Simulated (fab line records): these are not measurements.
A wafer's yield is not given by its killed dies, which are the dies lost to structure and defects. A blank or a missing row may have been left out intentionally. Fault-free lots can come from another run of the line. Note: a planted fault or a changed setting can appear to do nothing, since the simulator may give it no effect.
Which tool is to blame? -- flow nand_harc -- 12 lots with 36 wafers sampled at 5 steps, on a route of 1159 steps

== WHAT THE GAUGES READ, wafer by wafer ==
NHARC_END_SORT_01. Usual: killed_at_array 29, standard deviation 12; killed_at_other 0.7, standard deviation 1; killed_at_periphery 4, standard deviation 3.2; killed_dies 34, standard deviation 12; killed_open 3.4, standard deviation 2; killed_short 1.8, standard deviation 1.3.
lot,measured,on,killed_at_array,killed_at_other,killed_at_periphery,killed_dies,killed_open,killed_short,flag
L176,day 21 00:21,prober-02,32 35 26,0 0 0,3 5 6,35 40 32,2 5 4,2 2 2,

== WHAT TOOL EACH LOT RAN ON (gives the tool, then ch and the chambers of the sampled wafers, and finally the start) ==
lot,NHARC_A_CHANNEL_HOLE_D1_ETCH_33,NHARC_A_CHANNEL_HOLE_D1_ETCH_44,NHARC_A_CHANNEL_FILL_D1_ALD_03,NHARC_A_CHANNEL_FILL_D1_ALD_14
L170,"har_etch-02 ch 0,1, day 9 00:55","rie_diel-13 ch 0,1, day 9 01:38","ald_sin_batch-01 ch 0, day 9 10:04 or earlier","ald_hk-03 ch 0,2, day 9 10:04"
L171,"har_etch-01 ch 0,1, day 9 01:02","rie_diel-03 ch 1,2, day 9 01:47","ald_sin_batch-01 ch 0, day 9 09:55 or earlier","ald_hk-03 ch 1,2,3, day 9 09:55"
L173,"har_etch-02 ch 0,1, day 9 05:03","rie_diel-03 ch 0,1,3, day 9 05:46","ald_sin_batch-01 ch 0, day 9 15:01 or earlier","ald_hk-04 ch 0,2,3, day 9 15:01"
L172,"har_etch-01 ch 0,1, day 9 05:12","rie_diel-13 ch 1,2,3, day 9 05:57","ald_sin_batch-01 ch 0, day 9 15:14 or earlier","ald_hk-04 ch 0,1, day 9 15:14"
L174,"har_etch-01 ch 0,1, day 9 17:55","rie_diel-08 ch 1,2,3, day 9 18:40","ald_sin_batch-01 ch 0, day 10 02:47 or earlier","ald_hk-02 ch 0,2,3, day 10 02:47"
L176,"har_etch-02 ch 0,1, day 10 02:20","rie_diel-13 ch 1,3, day 10 03:07","ald_sin_batch-02 ch 0, day 10 12:07 or earlier","ald_hk-03 ch 0,2,3, day 10 12:07"
L177,"har_etch-01 ch 0,1, day 10 02:30","rie_diel-13 ch 0,1,3, day 10 03:34","ald_sin_batch-02 ch 0, day 10 11:52 or earlier","ald_hk-03 ch 1,2, day 10 11:52"
L175,"har_etch-02 ch 0,1, day 10 06:32","rie_diel-13 ch 0,2,3, day 10 07:14","ald_sin_batch-03 ch 0, day 10 16:22 or earlier","ald_hk-02 ch 0,1,2, day 10 16:22"
L178,"har_etch-01 ch 0,1, day 10 11:46","rie_diel-13 ch 1,3, day 10 12:29","ald_sin_batch-02 ch 0, day 10 23:02 or earlier","ald_hk-02 ch 0,1,2, day 10 23:02"
L179,"har_etch-02 ch 0,1, day 11 01:20","rie_diel-03 ch 1,2, day 11 02:07","ald_sin_batch-02 ch 0, day 11 08:35 or earlier","ald_hk-04 ch 1,2,3, day 11 08:35"
L184,"har_etch-02 ch 0,1, day 11 17:36","rie_diel-13 ch 0,3, day 11 18:16","ald_sin_batch-02 ch 0, day 12 05:20 or earlier","ald_hk-04 ch 1,2,3, day 12 05:20"
L193,"har_etch-02 ch 0,1, day 14 03:50","rie_diel-03 ch 0,2,3, day 14 04:35","ald_sin_batch-02 ch 0, day 14 12:46 or earlier","ald_hk-02 ch 0,2,3, day 14 12:46"
- NHARC_A_CHANNEL_HOLE_D1_ETCH_33: etches the open film in C4F8/O2/Ar, time 90 s, target depth 400 nm.
- NHARC_A_CHANNEL_HOLE_D1_ETCH_44: etches the open film in CF4/O2, target depth 140 nm, overetch 14 nm, time 77 s.
- NHARC_A_CHANNEL_FILL_D1_ALD_03: deposits SiNx, target thk 6 nm, pulse time 60 s, ald cycles 58.
- NHARC_A_CHANNEL_FILL_D1_ALD_14: deposits SiO2, target thk 2.5 nm, pulse time 10 s, ald cycles 25.

== WHAT THE TOOLS THEMSELVES READ (means of the sampled wafers that have a number; where no wafer has one, the mark that the record gives instead) ==
NHARC_A_CHANNEL_HOLE_D1_ETCH_33. Usual: chamber_pressure_mTorr 24.999 mTorr, standard deviation 0.026; drypump_motor_current_A 5.6 A, standard deviation 0.35; he_backside_leak_sccm 5.5 sccm, standard deviation 0.49; showerhead_plenum_p_Torr 3.78 Torr, standard deviation 0.14; temp_c -20.00 C, standard deviation 0.11; throttle_valve_pct 27.618 %, standard deviation 0.0082.
lot,tool,chamber_pressure_mTorr (mTorr),drypump_motor_current_A (A),he_backside_leak_sccm (sccm),showerhead_plenum_p_Torr (Torr),temp_c (C),throttle_valve_pct (%),flag
L170,har_etch-02,25.000,5.6,5.9,3.69,-19.86,27.618,
L171,har_etch-01,25.019,5.8,5.4,3.87,-20.00,27.612,
L173,har_etch-02,25.005,5.6,5.5,3.68,-20.15,27.612,
L172,har_etch-01,25.012,5.4,5.3,3.87,-19.96,27.616,
L174,har_etch-01,25.002,5.8,5.3,3.86,-19.89,27.626,
L176,har_etch-02,24.979,5.7,5.4,3.79,-19.98,27.613,
L177,har_etch-01,24.996,5.4,5.4,3.86,-19.97,27.623,
L175,har_etch-02,25.030,5.6,6.0,3.68,-19.91,27.615,
L178,har_etch-01,24.997,5.8,5.4,3.86,-20.10,27.616,
L179,har_etch-02,25.011,5.6,5.8,3.67,-20.07,27.615,
L184,har_etch-02,25.021,5.6,5.7,3.67,-19.98,27.617,
L193,har_etch-02,25.011,5.7,5.5,3.77,-19.96,27.629,

NHARC_A_CHANNEL_HOLE_D1_ETCH_44. Usual: chamber_pressure_mTorr 30.004 mTorr (standard deviation 0.026); drypump_motor_current_A 6.0 A (standard deviation 0.37); oes_o_777_au 1.000 a.u. (standard deviation 0.0046); oes_product_au 0.998 a.u. (standard deviation 0.0071); rf_vpp_V 198.2 V (standard deviation 1.3); showerhead_plenum_p_Torr 1.35 Torr (standard deviation 0.046); throttle_valve_pct 13.398 % (standard deviation 0.0091).
lot,tool,chamber_pressure_mTorr (mTorr),drypump_motor_current_A (A),oes_o_777_au (a.u.),oes_product_au (a.u.),rf_vpp_V (V),showerhead_plenum_p_Torr (Torr),throttle_valve_pct (%),flag
L170,rie_diel-13,30.013,5.8,1.003,0.997,197.6,1.34,13.399,
L171,rie_diel-03,30.016,5.9,0.999,1.003,198.2,1.34,13.390,
L173,rie_diel-03,29.981,6.2,0.999,1.003,198.9,1.37,13.398,
L172,rie_diel-13,30.018,5.8,0.999,1.004,197.2,1.33,13.397,
L174,rie_diel-08,29.999,6.1,0.999,0.998,199.0,1.41,13.400,
L176,rie_diel-13,30.036,5.7,1.000,1.002,198.3,1.39,13.407,
L177,rie_diel-13,30.019,5.9,1.005,0.999,198.4,1.36,13.396,
L175,rie_diel-13,29.990,6.0,0.998,0.993,197.4,1.33,13.394,
L178,rie_diel-13,29.983,5.7,1.000,1.006,197.8,1.36,13.399,
L179,rie_diel-03,30.000,5.6,1.001,1.000,198.0,1.34,13.386,
L184,rie_diel-13,30.001,6.0,1.005,1.001,199.1,1.38,13.400,
L193,rie_diel-03,30.025,5.9,1.003,1.001,197.9,1.37,13.401,

NHARC_A_CHANNEL_FILL_D1_ALD_03. Usual: precursor_pulse_height_rel reads 1.000 (standard deviation 0.02).
lot,tool,precursor_pulse_height_rel,flag
L170,ald_sin_batch-01,1.010,
L171,ald_sin_batch-01,0.995,
L173,ald_sin_batch-01,0.999,
L172,ald_sin_batch-01,0.998,
L174,ald_sin_batch-01,0.985,
L176,ald_sin_batch-02,1.001,
L177,ald_sin_batch-02,1.008,
L175,ald_sin_batch-03,0.992,
L178,ald_sin_batch-02,0.992,
L179,ald_sin_batch-02,0.998,
L184,ald_sin_batch-02,0.993,
L193,ald_sin_batch-02,0.992,

NHARC_A_CHANNEL_FILL_D1_ALD_14. Usual: heater_power_w 474 W, standard deviation 36; precursor_pulse_height_rel 1.004, standard deviation 0.023.
lot,tool,heater_power_w (W),precursor_pulse_height_rel,flag
L170,ald_hk-03,490,0.996,
L171,ald_hk-03,497,1.008,
L173,ald_hk-04,485,1.002,
L172,ald_hk-04,433,0.987,
L174,ald_hk-02,457,0.989,
L176,ald_hk-03,494,1.009,
L177,ald_hk-03,489,1.008,
L175,ald_hk-02,473,1.009,
L178,ald_hk-02,469,1.008,
L179,ald_hk-04,443,0.986,
L184,ald_hk-04,452,1.002,
L193,ald_hk-02,445,1.006,

== THE ANSWER, worked out from the rows above alone ==
Rule: lot off if the mean of its wafers having a number is beyond 3 standard deviations from the usual mean. Also off: a lot with no number at a reading for which 4 or more lots have one. Any other lot the step has rows for is counted as sound. First the gauges in route order, then the tools' own readings, where a lot's mean is used as printed above. At the first step where some lot is off, the reading lying furthest off is the one used; lots without a number count as furthest.
No lot is off on any of the readings shown, so nothing can be concluded from this.

== WHAT HAD BEEN PUT IN BY THE SIMULATOR ==
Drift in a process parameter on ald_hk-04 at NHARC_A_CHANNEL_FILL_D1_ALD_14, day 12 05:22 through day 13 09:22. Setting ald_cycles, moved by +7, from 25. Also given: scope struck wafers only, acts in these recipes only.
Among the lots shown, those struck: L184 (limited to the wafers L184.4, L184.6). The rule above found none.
